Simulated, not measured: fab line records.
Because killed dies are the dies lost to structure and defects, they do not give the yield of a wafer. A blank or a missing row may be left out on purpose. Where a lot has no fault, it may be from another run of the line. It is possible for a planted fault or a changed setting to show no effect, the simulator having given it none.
Which of the tools did it? | flow n5 finfet | 33 wafers from 11 lots sampled at 3 of the route's 1938 steps

WHAT THE GAUGES READ, wafer by wafer
N5_BEOL_M9_THK_MEAS_01.
lot  | measured     | on            | M9_ILD_THK (nm)
L566 | day 10 06:53 | film metro-01 | 271.6 267.4 272.6
L567 | day 10 16:37 | film metro-02 | 267.4 272.6 271.0
L568 | day 10 16:47 | film metro-01 | 262.1 265.8 265.7
L572 | day 11 17:31 | film metro-02 | 263.0 271.3 267.0
L573 | day 12 03:28 | film metro-02 | 269.9 272.2 268.7
L574 | day 12 13:03 | film metro-01 | 267.4 268.0 272.7
L580 | day 13 15:47 | film metro-02 | 263.1 265.4 267.0
L583 | day 14 01:38 | film metro-02 | 262.3 267.6 270.3
L584 | day 14 17:02 | film metro-02 | 266.9 266.8 267.1
L589 | day 15 13:23 | film metro-01 | 269.5 269.5 268.8
L588 | day 15 23:40 | film metro-02 | 263.8 266.5 265.7

WHICH TOOL RAN EACH LOT (tool, then ch and the chambers of the sampled wafers, then the start)
lot  | N5_BEOL_M8_DEP_56               | N5_BEOL_M9_ILD_DEP_00
L566 | pecvd-02 ch 0,2, day 10 06:09   | pecvd-02 ch 0,1, day 10 06:17
L567 | pecvd-03 ch 0,1, day 10 15:42   | pecvd-03 ch 0,1,2, day 10 15:50
L568 | pecvd-03 ch 0,1,2, day 10 15:59 | pecvd-04 ch 0,1, day 10 16:07
L572 | pecvd-02 ch 0,1, day 11 16:47   | pecvd-03 ch 0,1,2, day 11 16:55
L573 | pecvd-01 ch 1,2, day 12 02:45   | pecvd-03 ch 1,2, day 12 02:53
L574 | pecvd-02 ch 0,1,2, day 12 12:07 | pecvd-03 ch 0,1, day 12 12:14
L580 | pecvd-02 ch 0,1,2, day 13 15:04 | pecvd-04 ch 0,2, day 13 15:11
L583 | pecvd-01 ch 0,1,2, day 14 00:55 | pecvd-02 ch 0,2, day 14 01:03
L584 | pecvd-03 ch 0,1, day 14 15:50   | pecvd-04 ch 0,1,2, day 14 15:58
L589 | pecvd-01 ch 0,1,2, day 15 12:13 | pecvd-04 ch 0,1,2, day 15 12:21
L588 | pecvd-01 ch 0,1, day 15 22:56   | pecvd-04 ch 1,2, day 15 23:04
- N5_BEOL_M8_DEP_56: deposits SiCN from 3MS/NH3, target thk 10 nm, time 17.5 s.
- N5_BEOL_M9_ILD_DEP_00: deposits SiCOH lowk from DEMS/porogen, target thk 308.51 nm, time 58 s.

AS READ BY THE TOOLS THEMSELVES (means over the sampled wafers that have a number; for cases with no such wafer, the mark the record gives instead)
N5_BEOL_M8_DEP_56.
lot  | tool     | rf fwd power W (W) | showerhead plenum p Torr (Torr) | throttle valve pct (%)
L566 | pecvd-02 | 199.1              | 3.677                           | 9.4
L567 | pecvd-03 | 198.8              | 3.659                           | 9.3
L568 | pecvd-03 | 199.9              | 3.673                           | 9.0
L572 | pecvd-02 | 200.3              | 3.665                           | 9.6
L573 | pecvd-01 | 200.5              | 3.659                           | 8.8
L574 | pecvd-02 | 200.3              | 3.670                           | 9.2
L580 | pecvd-02 | 200.1              | 3.669                           | 9.3
L583 | pecvd-01 | 199.8              | 3.649                           | 9.3
L584 | pecvd-03 | 198.5              | 3.661                           | 9.6
L589 | pecvd-01 | 199.9              | 3.644                           | 9.1
L588 | pecvd-01 | 199.7              | 3.643                           | 9.8

N5_BEOL_M9_ILD_DEP_00.
lot  | tool     | heater power w (W) | rf fwd power W (W) | showerhead plenum p Torr (Torr) | susceptor temp C (C) | throttle valve pct (%)
L566 | pecvd-02 | 293                | 496.5              | 5.741                           | 299.93               | 14.7
L567 | pecvd-03 | 274                | 496.3              | 5.738                           | 300.01               | 13.8
L568 | pecvd-04 | 244                | 496.1              | 5.741                           | 299.69               | 13.4
L572 | pecvd-03 | 296                | 496.9              | 5.736                           | 299.77               | 13.8
L573 | pecvd-03 | 318                | 496.8              | 5.757                           | 297.99               | 13.3
L574 | pecvd-03 | 288                | 494.9              | 5.746                           | 297.94               | 14.8
L580 | pecvd-04 | 334                | 497.9              | 5.726                           | 299.84               | 13.1
L583 | pecvd-02 | 284                | 498.5              | 5.747                           | 300.37               | 13.5
L584 | pecvd-04 | 289                | 495.9              | 5.741                           | 299.89               | 13.0
L589 | pecvd-04 | 315                | 495.2              | 5.732                           | 300.07               | 13.3
L588 | pecvd-04 | 303                | 497.5              | 5.726                           | 299.96               | 12.9

THE ANSWER, worked out from the rows above alone
Rule: the lots themselves supply what counts as usual. The widest of any qualifying gaps counts: lots, ordered by their means at a reading, are off when they make up no more than a third of the lots, leave a main group of 4 or more, and stand apart from it by 3 or more times the standard deviation of that group's means. Not used: any main group whose means are identical at the precision the tables above print for the reading. Also off: a lot with no number at a reading for which 4 or more lots have one. Any other lot the step has rows for is counted as sound. After the gauges, taken in route order, come the tools' own readings; for these a lot's mean is taken, as printed above. The first step at which some lot is off is used, and at that step the reading that is off furthest; a lot without a number counts as furthest.
Off, at N5_BEOL_M9_ILD_DEP_00 on susceptor temp C: L573, L574. The main group has a mean of 299.95 C with a standard deviation of 0.19.
If a tool, at that step or one of the process steps before it, ran each lot that is off and ran no sound lot following the first of them, it fits. One fits: pecvd-03 at N5_BEOL_M9_ILD_DEP_00. A fault onset in the window from L572 (day 11 16:55, its last sound lot) to L573 (day 12 02:53, its first lot off) fits.
On the lots that are off, the tool's own readings at N5_BEOL_M9_ILD_DEP_00 differ by more than 5 times the standard deviation of the sound lots' means, which bears it out; susceptor temp C reads 297.97 C there versus 299.95 C on the sound lots.

WHAT WAS PUT IN BY THE SIMULATOR
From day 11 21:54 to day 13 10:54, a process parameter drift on pecvd-03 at N5_BEOL_M9_ILD_DEP_00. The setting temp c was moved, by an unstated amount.
Struck lots among those shown: L573, L574. This agrees with what the rule above found.
